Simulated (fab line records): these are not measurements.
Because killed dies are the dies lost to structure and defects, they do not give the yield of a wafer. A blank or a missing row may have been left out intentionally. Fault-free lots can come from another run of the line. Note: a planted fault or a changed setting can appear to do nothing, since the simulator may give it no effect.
fab line records	flow n5-finfet
record lots=24	wafers=72	last-day=18
route steps=1938 shown SDB@356 DUMMY_REMOVAL@378 HKMG_FIN@400 GATE_CUT@475
lots untouched by any fault: they come from a run of this same line in which no faults occurred
start-h: start of the lot's first displayed wafer, in hours after the record's first day	wait-h: hours since the lot's step before	" as in the row above	L1.1+2: several wafers, shown together as one row	- no value, or no start was given	* or withheld: withheld	< > ~ a bound
route shown NAME@n: NAME is a module with steps in the file, n the number in the route of the first one	usual: mean/standard deviation taken from wafers without a fault	same: alike in all rows	chamber/n: place in a boat	sites: readings site by site	_std_site: the standard deviation of these	_edge_site: mean of outer sites minus mean of inner sites	radius-mm: for every site, how far away it sits from the centre of the wafer	mask NAME#n: copy n	behind: the last tool/chamber to shape the wafer	hold: reason for holding the lot/hours on hold/outcome of the hold	device: transistor that didn't switch, given as n, p or np	end of line: at the end of the route, the tests of the same wafers	a step without rows: its recipe alone	killed: dies lost to structure and defects at the first sort, not the wafer's yield	map: dies across one wafer; x = killed, . = not, _ = none there
set.NAME: the setting that was run; set.NAME@STEP: the one run at that earlier step	model.NAME: the simulator's own value behind a step, which no gauge read
steps of the route over a sample of lots; a table a step, a row a wafer
services: a tool's chamber out of use, with start hour (start-h, from the record's first day; less than 0 if before it), hours out, and reason
## steps
# step N5_SDB_CD_MEAS_11
# recipe target-cd-nm=50	landing-energy-ev=500	detector=se-inlens	polarity=opening
# usual cd-nm=50.7/1.1
lot.wafer	tool	chamber	start-h	wait-h	cd-nm
L074.3	cd-sem-02	0	66.37	-	51.9
L074.4	"	0	"	"	52.4
L074.6	"	0	"	"	51.2
L075.1	cd-sem-02	0	73.63	-	51.8
L075.2	"	0	"	"	51.8
L075.4	"	0	"	"	52.6
L076.2	cd-sem-02	0	80.06	-	50.6
L076.3	"	0	"	"	50.8
L076.4	"	0	"	"	52.3
L077.2	cd-sem-03	0	84.06	-	49.8
L077.5	"	0	"	"	50.7
L077.6	"	0	"	"	50.1
L078.1	cd-sem-02	0	89.13	-	50.6
L078.4	"	0	"	"	51.2
L078.5	"	0	"	"	50.9
L079.3	cd-sem-02	0	96.19	-	50.6
L079.4	"	0	"	"	50.4
L079.6	"	0	"	"	51.7
L080.1	cd-sem-02	0	102.40	-	51.7
L080.3	"	0	"	"	52.3
L080.4	"	0	"	"	51.9
L081.2	cd-sem-01	0	107.35	-	52.2
L081.3	"	0	"	"	50.7
L081.5	"	0	"	"	49.7
L082.3	cd-sem-01	0	117.56	-	49.5
L082.4	"	0	"	"	50.3
L082.6	"	0	"	"	50.2
L083.4	cd-sem-01	0	119.49	-	49.7
L083.5	"	0	"	"	49.4
L083.6	"	0	"	"	49.1
L084.2	cd-sem-02	0	126.70	-	50.0
L084.4	"	0	"	"	50.4
L084.6	"	0	"	"	50.0
L085.1	cd-sem-03	0	129.66	-	51.0
L085.2	"	0	"	"	50.4
L085.6	"	0	"	"	50.5
L086.2	cd-sem-01	0	139.70	-	50.2
L086.5	"	0	"	"	51.2
L086.6	"	0	"	"	50.8
L087.2	cd-sem-01	0	144.88	-	49.7
L087.3	"	0	"	"	49.9
L087.6	"	0	"	"	49.6
L088.1	cd-sem-03	0	150.87	-	50.7
L088.2	"	0	"	"	50.2
L088.3	"	0	"	"	49.1
L089.2	cd-sem-02	0	157.11	-	51.3
L089.4	"	0	"	"	50.5
L089.6	"	0	"	"	49.8
L090.1	cd-sem-01	0	160.44	-	51.7
L090.3	"	0	"	"	51.3
L090.5	"	0	"	"	52.7
L091.1	cd-sem-01	0	167.67	-	49.7
L091.2	"	0	"	"	49.8
L091.4	"	0	"	"	51.0
L092.1	cd-sem-01	0	172.02	-	52.0
L092.3	"	0	"	"	52.3
L092.4	"	0	"	"	51.5
L093.1	cd-sem-03	0	180.96	-	48.4
L093.5	"	0	"	"	48.7
L093.6	"	0	"	"	50.9
L094.2	cd-sem-02	0	184.21	-	49.1
L094.3	"	0	"	"	49.9
L094.5	"	0	"	"	48.5
L095.1	cd-sem-01	0	189.16	-	52.5
L095.2	"	0	"	"	49.5
L095.4	"	0	"	"	50.2
L096.4	cd-sem-02	0	202.52	-	50.4
L096.5	"	0	"	"	50.3
L096.6	"	0	"	"	51.5
L097.2	cd-sem-02	0	205.58	-	51.0
L097.4	"	0	"	"	51.8
L097.5	"	0	"	"	50.6
# step N5_DUMMY_REMOVAL_STRIP_10
# recipe chemistry=N2/H2	time-s=40	power-w=100	temp-c=40	pressure-mtorr=100	rf-frequency-hz=6e+07	bias-power-w=3	n2-flow-sccm=300	h2-flow-sccm=300
# usual drypump-motor-current-A=6.1/0.42	oes-product-au=0.77/0.093	rf-vpp-V=45.4/0.86	showerhead-plenum-p-Torr=3.37/0.081	throttle-valve-pct=12.23/0.23
lot.wafer	tool	chamber	start-h	wait-h	drypump-motor-current-A	oes-product-au	rf-hours-counter-h	rf-vpp-V	showerhead-plenum-p-Torr	throttle-valve-pct
L074.3	rie-diel-03	3	70.54	0.0	6.4	0.73	176	46.1	3.48	12.29
L074.4	"	1	"	"	5.8	0.69	229	46.0	3.33	12.33
L074.6	"	2	"	"	6.6	0.75	-	45.1	3.35	12.33
L075.1	rie-diel-01	3	77.64	0.0	5.9	0.75	170	44.7	3.36	12.40
L075.2	"	2	"	"	6.1	0.74	131	47.0	3.50	12.32
L075.4	"	3	"	"	5.9	0.74	-	44.2	3.36	12.38
L076.2	rie-diel-01	0	84.40	0.0	6.2	0.70	233	46.1	3.42	12.28
L076.3	"	1	"	"	6.1	1.00	1	46.7	3.32	11.99
L076.4	"	3	"	"	5.9	0.74	173	44.7	3.36	12.40
L077.2	rie-diel-03	1	88.44	0.0	5.9	0.69	235	45.6	3.33	12.37
L077.5	"	2	"	"	6.6	0.73	-	45.1	3.35	12.35
L077.6	"	3	"	"	6.4	0.73	-	45.5	3.48	12.29
L078.1	rie-diel-01	2	93.30	0.0	6.1	0.73	137	45.8	3.50	12.34
L078.4	"	0	"	"	6.2	0.70	235	45.4	3.42	12.31
L078.5	"	0	"	"	6.2	0.71	-	44.6	3.42	12.29
L079.3	rie-diel-03	3	100.20	0.0	6.4	0.72	184	46.3	3.48	12.31
L079.4	"	1	"	"	5.8	0.69	238	45.3	3.33	12.37
L079.6	"	3	"	"	6.4	0.72	-	44.8	3.48	12.32
L080.1	rie-diel-03	0	106.64	0.0	5.2	0.81	86	44.8	3.39	12.01
L080.3	"	2	"	"	6.5	0.73	192	44.5	3.35	12.36
L080.4	"	1	"	"	5.8	0.69	239	45.5	3.33	12.38
L081.2	rie-diel-03	0	112.41	0.0	5.3	0.82	88	44.8	3.39	12.00
L081.3	"	3	"	"	6.4	0.72	188	45.9	3.48	12.32
L081.5	"	2	"	"	6.6	0.73	-	45.0	3.35	12.36
L082.3	rie-diel-03	0	121.61	0.0	5.3	0.81	90	46.8	3.39	12.02
L082.4	"	1	"	"	5.8	0.69	244	45.2	3.32	12.40
L082.6	"	0	"	"	5.3	0.83	-	45.7	3.39	12.02
L083.4	rie-diel-01	2	123.57	0.0	6.0	0.73	145	46.7	3.50	12.37
L083.5	"	3	"	"	5.9	0.73	-	45.0	3.36	12.42
L083.6	"	2	"	"	6.0	0.73	-	45.0	3.50	12.37
L084.2	rie-diel-01	3	131.15	0.0	5.9	0.73	185	45.9	3.36	12.44
L084.4	"	1	"	"	6.0	0.95	12	44.2	3.31	11.99
L084.6	"	1	"	"	6.0	0.94	-	45.4	3.31	11.99
L085.1	rie-diel-01	2	134.14	0.0	6.0	0.73	148	46.0	3.50	12.38
L085.2	"	3	"	"	5.9	0.73	187	46.8	3.36	12.44
L085.6	"	2	"	"	6.1	0.72	-	45.9	3.50	12.37
L086.2	rie-diel-03	2	143.74	0.0	6.6	0.73	204	45.9	3.34	12.37
L086.5	"	2	"	"	6.6	0.72	-	45.1	3.34	12.37
L086.6	"	3	"	"	6.5	0.71	-	46.8	3.47	12.34
L087.2	rie-diel-01	3	149.44	0.0	5.9	0.73	193	45.1	3.35	12.45
L087.3	"	2	"	"	6.0	0.72	153	45.8	3.49	12.39
L087.6	"	1	"	"	6.1	0.93	-	43.4	3.31	12.00
L088.1	rie-diel-03	2	155.04	0.0	6.6	0.72	208	44.8	3.34	12.39
L088.2	"	3	"	"	6.5	0.70	201	45.5	3.47	12.34
L088.3	"	0	"	"	5.3	0.80	101	44.0	3.39	12.02
L089.2	rie-diel-03	2	162.96	0.0	6.6	0.71	211	43.5	3.34	12.39
L089.4	"	1	"	"	5.9	1.02	-	46.1	3.32	11.75
L089.6	"	0	"	"	5.3	0.79	-	44.8	3.39	12.05
L090.1	rie-diel-01	1	165.28	0.0	6.1	0.91	25	45.1	3.31	12.03
L090.3	"	2	"	"	6.1	0.72	159	45.3	3.49	12.38
L090.5	"	0	"	"	6.2	0.98	-	45.4	3.41	11.69
L091.1	rie-diel-03	0	171.93	0.0	5.3	0.79	108	45.2	3.38	12.07
L091.2	"	2	"	"	6.6	0.71	215	46.6	3.33	12.41
L091.4	"	3	"	"	6.5	0.71	202	44.5	3.47	12.35
L092.1	rie-diel-02	3	176.27	0.0	5.8	0.74	179	45.5	3.23	12.20
L092.3	"	1	"	"	5.7	0.74	157	45.1	3.21	12.45
L092.4	"	0	"	"	6.7	0.88	51	45.6	3.43	11.69
L093.1	rie-diel-03	0	186.85	0.0	5.2	0.79	113	44.6	3.38	12.07
L093.5	"	2	"	"	6.5	0.72	-	46.1	3.33	12.42
L093.6	"	3	"	"	6.5	0.70	-	45.6	3.47	12.35
L094.2	rie-diel-02	1	188.69	0.0	5.7	0.75	162	46.3	3.21	12.45
L094.3	"	3	"	"	5.8	0.74	183	45.8	3.23	12.20
L094.5	"	3	"	"	5.8	0.75	-	45.5	3.23	12.20
L095.1	rie-diel-02	3	193.24	0.0	5.8	0.75	184	44.4	3.23	12.20
L095.2	"	2	"	"	5.7	0.66	247	45.3	3.20	12.70
L095.4	"	0	"	"	6.7	0.89	56	46.6	3.43	11.71
L096.4	rie-diel-02	3	206.61	0.0	5.8	0.74	-	44.6	3.23	12.22
L096.5	"	0	"	"	6.7	0.88	-	46.1	3.42	11.73
L096.6	"	1	"	"	5.7	0.74	-	45.0	3.21	12.45
L097.2	rie-diel-03	2	210.37	0.0	6.6	0.71	226	47.2	3.33	12.43
L097.4	"	3	"	"	6.4	0.69	213	44.8	3.46	12.37
L097.5	"	0	"	"	5.2	0.78	-	44.3	3.38	12.08
# step N5_HKMG_FIN_INSPECT_61
# recipe mode=adi	inspect-instrument=macro
# usual raw-defect-count=2.1/1.3
lot.wafer	tool	chamber	start-h	wait-h	raw-defect-count
L074.3	defect-inspect-02	-	72.06	0.0	3
L074.4	"	-	"	"	2
L074.6	"	-	"	"	1
L075.1	defect-inspect-02	-	82.27	0.0	3
L075.2	"	-	"	"	4
L075.4	"	-	"	"	1
L076.2	defect-inspect-01	-	85.79	0.0	4
L076.3	"	-	"	"	3
L076.4	"	-	"	"	2
L077.2	defect-inspect-01	-	90.01	0.0	4
L077.5	"	-	"	"	5
L077.6	"	-	"	"	3
L078.1	defect-inspect-02	-	94.81	0.0	1
L078.4	"	-	"	"	3
L078.5	"	-	"	"	0
L079.3	defect-inspect-01	-	101.60	0.0	3
L079.4	"	-	"	"	2
L079.6	"	-	"	"	0
L080.1	defect-inspect-02	-	108.03	0.0	1
L080.3	"	-	"	"	1
L080.4	"	-	"	"	5
L081.2	defect-inspect-01	-	113.92	0.0	2
L081.3	"	-	"	"	0
L081.5	"	-	"	"	1
L082.3	defect-inspect-02	-	123.35	0.0	1
L082.4	"	-	"	"	1
L082.6	"	-	"	"	2
L083.4	defect-inspect-02	-	125.09	0.0	5
L083.5	"	-	"	"	0
L083.6	"	-	"	"	3
L084.2	defect-inspect-02	-	132.55	0.0	3
L084.4	"	-	"	"	1
L084.6	"	-	"	"	1
L085.1	defect-inspect-02	-	135.55	0.0	2
L085.2	"	-	"	"	5
L085.6	"	-	"	"	2
L086.2	defect-inspect-02	-	145.37	0.0	4
L086.5	"	-	"	"	1
L086.6	"	-	"	"	2
L087.2	defect-inspect-02	-	150.84	0.0	2
L087.3	"	-	"	"	3
L087.6	"	-	"	"	2
L088.1	defect-inspect-02	-	156.86	0.0	2
L088.2	"	-	"	"	4
L088.3	"	-	"	"	7
L089.2	defect-inspect-02	-	164.36	0.0	2
L089.4	"	-	"	"	1
L089.6	"	-	"	"	1
L090.1	defect-inspect-01	-	166.93	0.0	1
L090.3	"	-	"	"	1
L090.5	"	-	"	"	2
L091.1	defect-inspect-01	-	173.47	0.0	1
L091.2	"	-	"	"	0
L091.4	"	-	"	"	1
L092.1	defect-inspect-02	-	177.66	0.0	2
L092.3	"	-	"	"	2
L092.4	"	-	"	"	1
L093.1	defect-inspect-02	-	188.39	0.0	4
L093.5	"	-	"	"	2
L093.6	"	-	"	"	4
L094.2	defect-inspect-02	-	190.08	0.0	0
L094.3	"	-	"	"	2
L094.5	"	-	"	"	1
L095.1	defect-inspect-02	-	196.46	0.0	4
L095.2	"	-	"	"	3
L095.4	"	-	"	"	1
L096.4	defect-inspect-02	-	208.10	0.0	1
L096.5	"	-	"	"	2
L096.6	"	-	"	"	1
L097.2	defect-inspect-02	-	211.88	0.0	1
L097.4	"	-	"	"	4
L097.5	"	-	"	"	4
# step N5_HKMG_FIN_STRIP_60
# recipe chemistry=N2/H2	power-w=2500	temp-c=300	h2-frac=0.65	time-s=360	pressure-mtorr=withheld	n2-flow-sccm=1750	h2-flow-sccm=3250
# usual drypump-motor-current-A=5.7/0.49	heater-power-w=485/27
lot.wafer	tool	chamber	start-h	wait-h	drypump-motor-current-A	heater-power-w	rf-hours-counter-h
L074.3	plasma-asher-02	1	73.17	0.2	5.5	485	-
L074.4	"	0	"	"	5.9	462	-
L074.6	"	1	"	"	5.5	494	-
L075.1	plasma-asher-01	0	83.18	0.0	5.1	530	42
L075.2	"	1	"	"	6.4	459	42
L075.4	"	1	"	"	6.4	466	-
L076.2	plasma-asher-01	0	86.70	0.0	5.1	515	42
L076.3	"	1	"	"	6.4	470	-
L076.4	"	0	"	"	5.1	520	-
L077.2	plasma-asher-02	0	90.93	0.0	5.8	462	86
L077.5	"	1	"	"	5.5	480	-
L077.6	"	0	"	"	5.8	457	-
L078.1	plasma-asher-01	1	95.72	0.0	6.4	478	44
L078.4	"	1	"	"	6.4	465	-
L078.5	"	0	"	"	5.1	514	-
L079.3	plasma-asher-01	0	102.63	0.1	5.1	501	-
L079.4	"	1	"	"	6.4	478	-
L079.6	"	0	"	"	5.1	521	-
L080.1	plasma-asher-02	0	108.95	0.0	5.8	456	89
L080.3	"	1	"	"	5.5	478	-
L080.4	"	0	"	"	5.8	459	-
L081.2	plasma-asher-02	0	115.10	0.0	5.8	443	90
L081.3	"	1	"	"	5.5	478	-
L081.5	"	1	"	"	5.5	486	-
L082.3	plasma-asher-01	0	124.38	0.1	5.1	525	-
L082.4	"	1	"	"	6.4	473	-
L082.6	"	0	"	"	5.1	522	-
L083.4	plasma-asher-01	1	126.47	0.1	6.4	463	-
L083.5	"	1	"	"	6.4	473	-
L083.6	"	0	"	"	5.1	538	-
L084.2	plasma-asher-02	1	133.56	0.0	5.5	483	94
L084.4	"	1	"	"	5.5	489	-
L084.6	"	1	"	"	5.5	485	-
L085.1	plasma-asher-01	0	136.46	0.0	5.1	527	53
L085.2	"	1	"	"	6.5	461	53
L085.6	"	1	"	"	6.4	465	-
L086.2	plasma-asher-02	0	146.29	0.0	5.8	464	98
L086.5	"	0	"	"	5.8	469	-
L086.6	"	1	"	"	5.5	485	-
L087.2	plasma-asher-02	1	151.84	0.1	5.5	474	101
L087.3	"	0	"	"	5.8	461	-
L087.6	"	0	"	"	5.8	449	-
L088.1	plasma-asher-01	1	157.86	0.0	6.4	468	54
L088.2	"	0	"	"	5.1	540	54
L088.3	"	1	"	"	6.4	464	-
L089.2	plasma-asher-01	0	165.42	0.0	5.1	523	56
L089.4	"	1	"	"	6.5	469	-
L089.6	"	1	"	"	6.4	476	-
L090.1	plasma-asher-02	0	168.04	0.0	5.9	460	103
L090.3	"	1	"	"	5.5	498	-
L090.5	"	1	"	"	5.5	489	-
L091.1	plasma-asher-01	0	174.74	0.0	5.1	523	58
L091.2	"	1	"	"	6.4	479	58
L091.4	"	0	"	"	5.1	535	-
L092.1	plasma-asher-02	1	178.61	0.0	5.5	484	106
L092.3	"	0	"	"	5.8	465	-
L092.4	"	1	"	"	5.5	489	-
L093.1	plasma-asher-01	1	189.30	0.0	6.4	471	61
L093.5	"	1	"	"	6.4	462	-
L093.6	"	0	"	"	5.1	516	-
L094.2	plasma-asher-01	0	191.00	0.0	5.1	512	61
L094.3	"	0	"	"	5.1	530	-
L094.5	"	1	"	"	6.4	477	-
L095.1	plasma-asher-02	0	197.37	0.0	5.8	468	110
L095.2	"	1	"	"	5.5	496	110
L095.4	"	1	"	"	5.5	487	-
L096.4	plasma-asher-02	1	209.13	0.1	5.5	497	-
L096.5	"	1	"	"	5.4	474	-
L096.6	"	0	"	"	5.8	463	-
L097.2	plasma-asher-02	1	212.79	0.0	5.5	479	113
L097.4	"	0	"	"	5.8	452	-
L097.5	"	0	"	"	5.8	447	-
# step N5_HKMG_FIN_ETCH_86
# recipe chemistry=N2/H2	target=SOC	target-depth-a=3932	stop-on=TiN	ion-energy-ev=100	bias-w=61	pressure-mtorr=30	source-w=850	n2-flow-sccm=200	h2-flow-sccm=200
# usual drypump-motor-current-A=5.9/0.41	oes-product-au=0.79/0.1	rf-vpp-V=241.1/1.3	showerhead-plenum-p-Torr=2.58/0.078	throttle-valve-pct=17.77/0.29
lot.wafer	tool	chamber	start-h	wait-h	drypump-motor-current-A	oes-product-au	rf-hours-counter-h	rf-vpp-V	showerhead-plenum-p-Torr	throttle-valve-pct
L074.3	rie-diel-05	1	76.73	-	6.1	0.95	2	240.4	2.60	17.36
L074.4	"	0	"	"	5.3	0.67	235	240.9	2.53	18.10
L074.6	"	3	"	"	6.1	0.70	-	239.0	2.54	18.14
L075.1	rie-diel-06	0	87.04	-	5.4	0.71	172	239.4	2.41	17.72
L075.2	"	3	"	"	5.7	0.68	242	242.4	2.62	17.82
L075.4	"	2	"	"	6.4	0.69	239	243.3	2.60	17.74
L076.2	rie-diel-05	0	90.55	-	5.4	0.67	239	239.2	2.53	18.12
L076.3	"	3	"	"	6.2	0.70	200	240.9	2.54	18.15
L076.4	"	1	"	"	6.1	0.93	7	240.3	2.60	17.35
L077.2	rie-diel-04	0	94.61	-	5.4	0.69	215	241.6	2.60	18.04
L077.5	"	2	"	"	5.9	0.83	-	242.4	2.67	17.67
L077.6	"	1	"	"	5.4	0.72	-	242.6	2.65	18.14
L078.1	rie-diel-05	1	99.64	-	6.1	0.92	9	241.1	2.60	17.36
L078.4	"	3	"	"	6.1	0.71	202	240.3	2.53	18.13
L078.5	"	2	"	"	5.7	0.79	-	242.3	2.70	17.92
L079.3	rie-diel-04	0	106.55	-	5.3	0.69	219	240.1	2.60	18.05
L079.4	"	2	"	"	5.8	0.83	84	243.5	2.67	17.69
L079.6	"	1	"	"	5.4	0.73	-	242.2	2.64	18.17
L080.1	rie-diel-05	2	113.46	-	5.7	0.79	98	242.4	2.69	17.94
L080.3	"	0	"	"	5.4	0.66	247	239.3	2.52	18.12
L080.4	"	3	"	"	6.2	0.70	208	240.9	2.53	18.14
L081.2	rie-diel-06	2	119.28	-	6.4	0.69	252	241.0	2.59	17.76
L081.3	"	0	"	"	5.3	0.70	185	237.7	2.41	17.74
L081.5	"	2	"	"	6.4	0.69	-	240.8	2.59	17.76
L082.3	rie-diel-05	2	128.25	-	5.7	0.78	103	241.5	2.69	17.96
L082.4	"	3	"	"	6.2	0.70	-	240.2	2.53	18.14
L082.6	"	1	"	"	6.1	0.90	-	242.0	2.60	17.38
L083.4	rie-diel-05	1	130.80	-	6.0	0.90	-	241.6	2.60	17.37
L083.5	"	3	"	"	6.1	0.69	-	239.7	2.53	18.16
L083.6	"	2	"	"	5.7	0.78	-	243.2	2.69	17.98
L084.2	rie-diel-05	1	137.72	-	6.1	0.89	24	240.4	2.59	17.39
L084.4	"	2	"	"	5.7	0.78	-	242.2	2.69	17.96
L084.6	"	3	"	"	6.2	0.70	-	239.4	2.53	18.14
L085.1	rie-diel-06	1	140.38	-	6.5	0.70	242	242.8	2.59	17.72
L085.2	"	0	"	"	5.3	0.69	195	238.3	2.40	17.76
L085.6	"	0	"	"	5.3	0.69	-	239.7	2.40	17.76
L086.2	rie-diel-05	1	150.02	-	6.1	0.89	28	240.5	2.59	17.39
L086.5	"	1	"	"	6.1	0.88	-	240.6	2.59	17.40
L086.6	"	2	"	"	5.7	0.78	-	242.4	2.69	17.96
L087.2	rie-diel-04	0	155.65	-	5.3	0.68	235	241.2	2.60	18.08
L087.3	"	2	"	"	5.8	0.81	99	242.2	2.66	17.70
L087.6	"	3	"	"	5.3	0.71	-	239.0	2.50	17.94
L088.1	rie-diel-06	3	161.68	-	5.7	0.90	15	241.7	2.61	17.48
L088.2	"	1	"	"	6.5	0.68	249	242.4	2.59	17.74
L088.3	"	2	"	"	6.4	0.96	7	241.4	2.59	17.38
L089.2	rie-diel-05	1	169.70	-	6.1	0.87	36	241.1	2.59	17.41
L089.4	"	1	"	"	6.1	0.87	-	241.5	2.59	17.40
L089.6	"	3	"	"	6.2	0.69	-	241.0	2.52	18.19
L090.1	rie-diel-04	3	172.03	-	5.4	0.70	227	239.2	2.50	17.96
L090.3	"	1	"	"	5.4	0.71	228	239.9	2.64	18.19
L090.5	"	2	"	"	5.9	0.81	-	241.8	2.66	17.73
L091.1	rie-diel-06	1	178.66	-	6.5	0.98	1	241.3	2.59	17.29
L091.2	"	2	"	"	6.4	0.95	14	240.8	2.58	17.42
L091.4	"	0	"	"	5.3	0.68	211	239.4	2.40	17.79
L092.1	rie-diel-05	0	182.65	-	5.3	0.92	13	242.5	2.52	17.84
L092.3	"	2	"	"	5.7	0.76	125	241.0	2.68	17.98
L092.4	"	1	"	"	6.1	0.86	41	243.3	2.59	17.42
L093.1	rie-diel-06	0	193.38	-	5.3	0.68	215	240.6	2.40	17.81
L093.5	"	2	"	"	6.4	0.94	-	240.8	2.58	17.40
L093.6	"	1	"	"	6.5	0.96	-	242.2	2.59	17.29
L094.2	rie-diel-06	0	195.16	-	5.4	0.68	216	239.0	2.40	17.81
L094.3	"	3	"	"	5.7	0.86	27	241.9	2.60	17.50
L094.5	"	0	"	"	5.3	0.68	-	238.5	2.40	17.80
L095.1	rie-diel-06	3	201.30	-	5.7	0.87	29	242.2	2.60	17.49
L095.2	"	0	"	"	5.4	0.68	217	238.8	2.39	17.77
L095.4	"	1	"	"	6.5	0.95	9	240.3	2.59	17.29
L096.4	rie-diel-06	3	212.87	-	5.7	0.85	33	241.3	2.60	17.49
L096.5	"	2	"	"	6.4	0.92	-	242.1	2.58	17.43
L096.6	"	1	"	"	6.5	0.93	-	241.9	2.59	17.31
L097.2	rie-diel-05	1	216.61	-	6.1	0.85	47	241.1	2.58	17.42
L097.4	"	2	"	"	5.7	0.75	137	242.3	2.68	18.01
L097.5	"	3	"	"	6.1	0.68	-	241.4	2.52	18.21
# step N5_GATE_CUT_CMP_02
# recipe stop-on=SiO2	t-overpolish-s=12.7	post-cmp-clean=alkaline-brush	down-force-psi=2.5	platen-rpm=51.8	pad-velocity-m-s=1.0307	target-thk-nm=0
# usual motor-current-A=8.8/1.1	overpolish-run-s=12.701/0.0084	time-to-endpoint-s=25/4
lot.wafer	tool	chamber	start-h	wait-h	motor-current-A	overpolish-run-s	time-to-endpoint-s
L074.3	cmp-03	3	82.93	0.1	8.5	12.688	24
L074.4	"	0	"	"	8.1	12.700	31
L074.6	"	2	"	"	11.1	12.710	23
L075.1	cmp-03	2	93.30	0.1	10.5	12.707	22
L075.4	"	3	"	"	8.5	12.699	21
L075.2	"	1	"	"	8.2	12.709	27
L076.2	cmp-01	3	96.77	0.1	7.7	12.705	21
L076.3	"	1	"	"	10.7	12.709	27
L076.4	"	2	"	"	8.8	12.707	29
L077.2	cmp-03	2	100.62	0.1	10.7	12.698	24
L077.5	"	2	"	"	10.4	12.702	26
L077.6	"	3	"	"	8.5	12.699	26
L078.1	cmp-03	1	105.61	0.1	8.9	12.705	29
L078.4	"	2	"	"	11.1	12.695	22
L078.5	"	1	"	"	8.9	12.698	30
L079.3	cmp-01	3	112.75	0.1	7.6	12.695	25
L079.4	"	1	"	"	10.4	12.693	25
L079.6	"	0	"	"	8.6	12.688	21
L080.3	cmp-04	1	119.81	0.1	7.7	12.706	23
L080.1	"	3	"	"	8.9	12.709	25
L080.4	"	0	"	"	9.0	12.687	30
L081.3	cmp-01	1	125.89	0.1	10.8	12.695	21
L081.2	"	3	"	"	7.6	12.702	26
L081.5	"	2	"	"	9.0	12.697	31
L082.3	cmp-03	0	134.29	0.1	9.0	12.692	31
L082.4	"	1	"	"	8.5	12.706	33
L082.6	"	3	"	"	8.4	12.709	25
L083.4	cmp-03	3	137.06	0.1	8.6	12.705	25
L083.6	"	1	"	"	8.3	12.703	31
L083.5	"	2	"	"	11.2	12.691	25
L084.2	cmp-01	2	143.75	0.1	8.8	12.690	28
L084.4	"	1	"	"	11.2	12.690	19
L084.6	"	3	"	"	7.7	12.711	23
L085.2	cmp-03	2	146.47	0.1	11.0	12.700	22
L085.1	"	3	"	"	9.1	12.710	25
L085.6	"	0	"	"	8.5	12.714	32
L086.2	cmp-03	3	156.15	0.1	8.9	12.696	22
L086.5	"	1	"	"	8.7	12.703	30
L086.6	"	2	"	"	10.6	12.716	21
L087.3	cmp-04	2	162.29	0.1	8.4	12.716	22
L087.2	"	0	"	"	9.2	12.681	25
L087.6	"	1	"	"	7.5	12.695	22
L088.2	cmp-01	0	167.90	0.1	8.1	12.703	16
L088.3	"	1	"	"	10.8	12.703	18
L088.1	"	3	"	"	7.2	12.718	21
L089.2	cmp-01	1	175.79	0.1	10.9	12.708	19
L089.4	"	2	"	"	8.4	12.701	31
L089.6	"	0	"	"	7.9	12.696	22
L090.1	cmp-01	0	178.42	0.1	8.0	12.693	20
L090.3	"	1	"	"	10.8	12.702	21
L090.5	"	0	"	"	8.3	12.709	18
L091.1	cmp-01	0	185.01	0.1	8.4	12.722	22
L091.2	"	1	"	"	10.8	12.696	22
L091.4	"	2	"	"	9.2	12.697	30
L092.1	cmp-04	1	189.45	0.1	7.6	12.696	23
L092.4	"	3	"	"	9.3	12.720	26
L092.3	"	0	"	"	9.4	12.703	27
L093.1	cmp-04	1	199.76	0.1	7.8	12.705	28
L093.6	"	0	"	"	9.4	12.702	34
L093.5	"	1	"	"	7.7	12.690	27
L094.2	cmp-04	1	201.28	0.1	7.6	12.708	24
L094.3	"	3	"	"	8.6	12.702	29
L094.5	"	0	"	"	8.6	12.687	30
L095.1	cmp-01	2	207.56	0.1	8.9	12.709	30
L095.2	"	3	"	"	7.5	12.694	25
L095.4	"	0	"	"	8.5	12.694	22
L096.4	cmp-04	2	218.95	0.1	8.3	12.706	23
L096.5	"	1	"	"	7.4	12.701	25
L096.6	"	2	"	"	8.4	12.698	26
L097.2	cmp-01	2	222.62	0.1	9.0	12.707	28
L097.4	"	1	"	"	9.8	12.706	20
L097.5	"	3	"	"	7.8	12.705	23
## services
tool	chamber	start-h	hours	kind
cmp-01	-	47.67	1.3	repair
cmp-01	-	50.60	1.9	repair
cmp-04	-	53.53	2.8	repair
rie-diel-02	-	53.57	1.2	repair
rie-diel-06	3	59.63	11.1	repair
rie-diel-04	1	64.66	7.4	repair
cmp-04	-	80.10	20.2	pm
rie-diel-06	0	80.80	5.8	repair
rie-diel-05	1	102.88	4.1	repair
cmp-03	-	119.44	0.9	repair
plasma-asher-01	-	137.25	14.6	pm
cmp-04	-	140.74	4.0	pm
cmp-01	-	147.27	0.3	repair
cmp-01	-	151.92	1.6	repair
rie-diel-05	0	167.07	5.0	repair
cmp-04	-	171.47	3.7	pm
plasma-asher-02	-	178.06	0.3	repair
rie-diel-05	1	183.42	12.0	repair
rie-diel-01	-	185.38	2.8	pm
cmp-03	-	185.96	4.0	pm
cmp-03	-	202.86	7.1	pm
rie-diel-01	1	203.57	9.8	repair
rie-diel-05	-	205.16	0.7	repair
rie-diel-05	-	218.37	0.1	repair
## key
fault none
